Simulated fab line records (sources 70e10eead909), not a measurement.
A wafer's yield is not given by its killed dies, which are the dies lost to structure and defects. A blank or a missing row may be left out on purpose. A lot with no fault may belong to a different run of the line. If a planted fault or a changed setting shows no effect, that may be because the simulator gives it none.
Comparing a struck lot with a sound one ; flow nand harc ; 19 steps out of a route of 1302
Sound: the wafers L421.1, L421.3, L421.6. Struck: wafer L434.4 (left out: L434.1, L434.3 of the same lot, which were not struck); the cause appears at the end.
Per side, at each step with rows, come the tool, then ch with its chambers, and then its first start. Under that, the readings that differ: sound wafers ; struck wafers ; difference of the means ; sigmas: that difference in standard deviations of wafers without a fault.
alike: words and numbers the same on both sides, and readings whose means are apart by under 2 such deviations; not compared: readings that were withheld, readings missing a value for some wafer, numbers with overlapping values and no deviation given by the record, and bounds like >300 which may hide the same value.
The two part at a step that has a row with sigmas, a row that says differs or no value, or rows on one side only. When numbers do not overlap yet have no deviation, they are printed without sigmas and do not part them. A reading missing from all wafers of one side parts the sides only when that side holds two or more wafers.

first, 9 steps without rows for these wafers: NHARC_THIN_TSV_PVD_24 (deposits Al, target thk 800 nm); NHARC_THIN_TSV_DEHYDRATE_25 (time 120 s); NHARC_THIN_TSV_HMDS_26 (time 30 s); NHARC_THIN_TSV_COAT_27; NHARC_THIN_TSV_SOFTBAKE_28 (time 95 s); NHARC_THIN_TSV_EBR_29; NHARC_THIN_TSV_EXPOSE_30 (exposes mask PAD); NHARC_THIN_TSV_PEB_31 (peb time 85 s); NHARC_THIN_TSV_DEVELOP_32 (time 70 s).
NHARC_THIN_TSV_CD_MEAS_33: the cd target is 5000 nm.
  sound on cd sem-01 ch 0, day 26 18:29; struck on cd sem-01 ch 0, day 32 18:02
  alike: cd nm
then, 1 step without rows for these wafers: NHARC_THIN_TSV_HARDBAKE_34 (time 80 s).
NHARC_THIN_TSV_DESCUM_35: chemistry O2, time 3 s.
  sound on rie diel-13 ch 0,2,3, day 26 18:38; struck on rie diel-13 ch 0, day 32 18:12
  alike: drypump motor current A, oes product au, rf vpp V, showerhead plenum p Torr, throttle valve pct
  not compared: rf hours counter h
NHARC_THIN_TSV_ETCH_59: etches the open film in Cl2/BCl3, target depth 880 nm, time 138.1 s.
  sound on rie metal-01 ch 0,1, day 26 18:46; struck on rie metal-03 ch 1, day 32 18:22
reading;sound;struck;difference;sigmas
oes product au (a.u.);0.986 0.983 0.994;0.731;-0.257;-31
  alike: drypump motor current A, he backside leak sccm, throttle valve pct
  not compared: rf hours counter h
NHARC_THIN_TSV_ETCH_36: etches the open film in Cl2/BCl3, target depth 65 nm, time 18.571 s.
  sound on rie metal-01 ch 0,1, day 26 19:02; struck on rie metal-03 ch 1, day 32 18:35
  alike: drypump motor current A, he backside leak sccm, oes product au
  not compared: rf hours counter h
NHARC_THIN_TSV_STRIP_56: strips in O2.
  sound on plasma asher-02 ch 0,1, day 26 19:11; struck on plasma asher-02 ch 0, day 32 18:41
  alike: drypump motor current A, heater power w, rf refl power W
  not compared: rf hours counter h
then, 1 step without rows for these wafers: NHARC_THIN_TSV_STRIP_57 (strips in post etch residue remover, time 1200 s).
NHARC_THIN_TSV_CD_MEAS_37:
  sound: cd sem-03 at day 26 19:56; struck: cd sem-02 at day 32 19:29
reading;sound;struck;difference;sigmas
cd nm (nm);5001.7 5006.2 4998.3;5019.6;+17.5;+7
then, 1 step without rows for these wafers: NHARC_THIN_TSV_ANNEAL_58 (time 1800 s).
NHARC_END_SORT_01:
  sound on prober-01 ch 0, day 27 04:52; struck on prober-02 ch 0, day 33 05:32
reading;sound;struck;difference;sigmas
defect limited yield (%);91.0 90.3 91.6;0;-91;-35
killed at other;2 1 5;616;+613;+99 or more
killed dies;61 66 57;677;+616;+36
  alike: killed at array, killed at periphery, killed open, killed short

WHERE THEY PART
At NHARC_THIN_TSV_ETCH_59 first; at NHARC_END_SORT_01 last (within this record only).

WHY: the cause the simulator had injected
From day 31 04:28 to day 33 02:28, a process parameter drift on rie metal-03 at NHARC_THIN_TSV_ETCH_59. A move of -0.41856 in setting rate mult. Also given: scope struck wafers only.
